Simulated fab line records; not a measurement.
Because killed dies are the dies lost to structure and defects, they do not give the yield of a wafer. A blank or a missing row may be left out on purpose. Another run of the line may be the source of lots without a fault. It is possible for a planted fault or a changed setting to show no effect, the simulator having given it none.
Split-lot trial + flow n5-finfet + route with 1938 steps; 7 lots, 21 wafers read

== THE SPLIT ITSELF ==
At N5_BEOL_M6_PECVD_70 (deposits SiO2 from TEOS/O2, target thk 20 nm, time 22.7 s), the setting time-s was moved away from the recipe's 22.7 s on 5 of the 21 wafers read, by -8.1% to +9.8%. For the rest of the wafers, this setting stayed at what the recipe calls for.

The reading is taken at the split's own step.

== THE READING ==
SiO2_of_BEOL_M6_PECVD_70.thk-nm (the simulator's own value, which no gauge read), in nm, at N5_BEOL_M6_PECVD_70 (deposits SiO2 from TEOS/O2, target thk 20 nm, time 22.7 s). No usual value for it is given in the file. Across the 16 wafers here that went through the recipe, the average is 20.1 nm and the standard deviation 0.26 nm.

| wafer  | tool, chamber at the split | time-s as run, s | against the recipe | SiO2_of_BEOL_M6_PECVD_70.thk-nm, nm | against lot-mates on the recipe |
|--------|----------------------------|------------------|--------------------|-------------------------------------|---------------------------------|
| L074.2 | pecvd-03, 2                | 24.18            | +6.5%              | 21.2                                | +1.4                            |
| L074.3 | pecvd-03, 0                | 22.7             | recipe             | 19.6                                | -                               |
| L074.4 | pecvd-03, 2                | 22.7             | recipe             | 20                                  | -                               |
| L076.1 | pecvd-04, 0                | 22.7             | recipe             | 20                                  | -                               |
| L076.3 | pecvd-04, 2                | 22.7             | recipe             | 20.4                                | -                               |
| L076.6 | pecvd-04, 2                | 22.7             | recipe             | 20.4                                | -                               |
| L082.1 | pecvd-02, 0                | 22.7             | recipe             | 20                                  | -                               |
| L082.4 | pecvd-02, 1                | 24.92            | +9.8%              | 22.2                                | +2.2                            |
| L082.5 | pecvd-02, 0                | 24.92            | +9.8%              | 22                                  | +2.0                            |
| L086.2 | pecvd-02, 0                | 22.7             | recipe             | 20                                  | -                               |
| L086.5 | pecvd-02, 0                | 22.7             | recipe             | 20.4                                | -                               |
| L086.6 | pecvd-02, 2                | 22.7             | recipe             | 20.6                                | -                               |
| L095.2 | pecvd-03, 1                | 22.7             | recipe             | 19.8                                | -                               |
| L095.4 | pecvd-03, 2                | 22.7             | recipe             | 20.2                                | -                               |
| L095.5 | pecvd-03, 0                | 22.7             | recipe             | 20.4                                | -                               |
| L094.2 | pecvd-04, 1                | 20.85            | -8.1%              | 18                                  | -2.0                            |
| L094.3 | pecvd-04, 2                | 20.85            | -8.1%              | 18.2                                | -1.8                            |
| L094.4 | pecvd-04, 2                | 22.7             | recipe             | 20                                  | -                               |
| L097.1 | pecvd-02, 1                | 22.7             | recipe             | 20                                  | -                               |
| L097.3 | pecvd-02, 0                | 22.7             | recipe             | 19.8                                | -                               |
| L097.6 | pecvd-02, 1                | 22.7             | recipe             | 20.2                                | -                               |

FIT RESULTS
A straight line over all 21 wafers: SiO2_of_BEOL_M6_PECVD_70.thk-nm changes by +0.216 nm for each +1% of time-s; r = +0.96; the points scatter about the line by 0.27 nm.
The same after taking each lot's own level away (the mean of its wafers on the recipe; 21 wafers): +0.222 nm for each +1%; r = +0.98; scatter 0.19 nm.
According to that fit, moving time-s by its largest amount changes the reading by 2.2 nm.
The lots' own levels span 19.80 to 20.33 nm, that is 2.0 times the standard deviation above.
The two slopes agree, so the slope changes little with the lot-to-lot level.
Check: for one of the wafers moved furthest among these (+9.8%), held out of the fit, the line's prediction against its lot-mates is +2.13 nm. It came out at +2.2 nm against them.

== ADDITIONAL SPLITS CARRIED BY THESE WAFERS ==
Before the reading, these wafers also passed through other splits. Each is held against what the fit with the lots' levels taken away leaves over:
| other split on the same wafers | wafers away from the commonest value | r with SiO2_of_BEOL_M6_PECVD_70.thk-nm (lot level and that fit taken away) |
|--------------------------------|--------------------------------------|----------------------------------------------------------------------------|
| N5_BEOL_M4_COAT_22 spin-rpm    | 7                                    | -0.17                                                                      |
| N5_BEOL_M5_EXPOSE_08 dose-mj   | 8                                    | -0.13                                                                      |
| N5_BEOL_M5_DESCUM_16 time-s    | 6                                    | -0.15                                                                      |
| N5_BEOL_M6_ILD_DEP_00 time-s   | 3                                    | -0.25                                                                      |

== THE FILE'S OWN FIT ==
SiO2_of_BEOL_M6_PECVD_70.thk-nm changes by +0.221 nm for each +1% of time-s, r = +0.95.
